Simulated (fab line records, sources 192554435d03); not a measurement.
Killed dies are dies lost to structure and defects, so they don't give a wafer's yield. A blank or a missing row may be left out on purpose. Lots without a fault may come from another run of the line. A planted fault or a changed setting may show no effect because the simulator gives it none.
A struck lot beside a sound one | flow n5_finfet | 16 steps out of a route of 1938
Sound: wafers L301.1, L301.2, L301.6. Struck: wafers L290.2, L290.5, L290.6. The cause comes at the end.
At each step with rows: each side's tool, then ch and its chambers, then its first start. Under that, the readings that differ: sound wafers | struck wafers | difference of the means | sigmas: that difference in standard deviations of wafers without a fault.
alike: readings whose means differ by less than 2 such deviations, and words and numbers that are the same on both sides. not compared: withheld readings, readings that some wafer has no value for, bounds like >300 that may hide the same value, and numbers for which the record gives no deviation and whose values overlap.
The two part at a step that has a row with sigmas, a row that says differs or no value, or rows on one side only. Numbers that don't overlap but have no deviation are shown without sigmas and don't part them. A reading that every wafer of one side lacks parts them only if that side has two wafers or more.

first, 6 steps without rows for these wafers: N5_BEOL_M2_COAT_22 (resist thk 30 nm); N5_BEOL_M2_EBR_24; N5_BEOL_M2_SOFTBAKE_23 (time 60 s); N5_BEOL_M2_EXPOSE_25 (exposes mask V1, defocus 5 nm); N5_BEOL_M2_PEB_26 (peb time 60 s); N5_BEOL_M2_DEVELOP_27 (develop time 30 s).
N5_BEOL_M2_CD_MEAS_28: target cd 26.2 nm, target cd y 24.1 nm.
  sound on cd_sem-03 ch 0, day 11 22:27; struck on cd_sem-03 ch 0, day 9 05:17
  alike: cd_nm
N5_BEOL_M2_OVL_MEAS_29:
  sound on overlay-02 ch 0, day 11 22:29; struck on overlay-01 ch 0, day 9 05:19
  alike: V1_OVL
N5_BEOL_M2_INSPECT_30: inspects for defects (brightfield).
  sound on defect_inspect-01, day 11 22:32; struck on defect_inspect-01, day 9 05:22
  alike: raw_defect_count
N5_BEOL_M2_DESCUM_33: chemistry O2, time 7 s.
  sound on rie_diel-02 ch 1,2,3, day 11 22:34; struck on rie_diel-02 ch 1,2,3, day 9 05:24
  alike: drypump_motor_current_A, oes_product_au, rf_vpp_V, showerhead_plenum_p_Torr, throttle_valve_pct
  not compared: rf_hours_counter_h
N5_BEOL_M2_ETCH_77: etches underlayer in N2/H2, target depth 6.5 nm, time 5.2 s.
  sound on rie_diel-02 ch 1,2,3, day 11 22:37; struck on rie_diel-02 ch 1,2,3, day 9 05:26
  alike: bias_w, drypump_motor_current_A, etch_rf_on_time_s, oes_product_au, rf_vpp_V, showerhead_plenum_p_Torr, throttle_valve_pct
  not compared: rf_hours_counter_h
N5_BEOL_M2_ETCH_69: etches SiARC in CF4, target depth 15.6 nm, time 26 s.
  sound on rie_diel-02 ch 1,2,3, day 11 22:37; struck on rie_diel-02 ch 1,2,3, day 9 05:28
  alike: bias_w, drypump_motor_current_A, etch_rf_on_time_s, oes_product_au, rf_vpp_V, showerhead_plenum_p_Torr, throttle_valve_pct
  not compared: rf_hours_counter_h
N5_BEOL_M2_ALD_98: deposits SiO2, target thk 2.5 nm, pulse time 1 s, co reactant pulse time 1 s.
  sound on ald_sin-04 ch 0,1,3, day 11 23:10; struck on ald_sin-03 ch 0,1,2, day 9 05:32
  no value came back on the struck wafers for ald_cycles, chamber_pressure_Torr (Torr), heater_power_w (W), precursor_pulse_height_rel; on the sound wafers ald_cycles reads 17 17 17
N5_BEOL_M2_ETCHBACK_99: etches SiO2 in CHF3, target depth 5 nm, time 10.4 s.
  sound on rie_diel-04 ch 0,3, day 12 05:22; struck on rie_diel-02 ch 0,3, day 9 05:40
  alike: bias_w, drypump_motor_current_A, oes_ar_750_au, oes_product_au, rf_vpp_V, showerhead_plenum_p_Torr, throttle_valve_pct
  not compared: rf_hours_counter_h
N5_BEOL_M4_RC_MEAS_101:
  sound on prober-01 ch 0, day 13 09:58; struck on prober-01 ch 0, day 10 21:40
  alike: DIBL_N, DIBL_P, IOFF_N, IOFF_P, ION_N, ION_P, SS_N, SS_P, VT_N, VT_P
-- the record jumps here: 5 days lie between the struck wafers' starts before and after (it left off in module BEOL_M4 and takes up again in module PASSIVATION, whose first step shown is number 1936 of the route) --
N5_PASSIVATION_PROBE_49:
  the record has rows for the struck wafers here (prober-01, day 15 11:29) and none for the sound ones

WHERE THEY PART
First at N5_BEOL_M2_ALD_98; last, within this record, at N5_PASSIVATION_PROBE_49.

WHY: what the simulator had put in
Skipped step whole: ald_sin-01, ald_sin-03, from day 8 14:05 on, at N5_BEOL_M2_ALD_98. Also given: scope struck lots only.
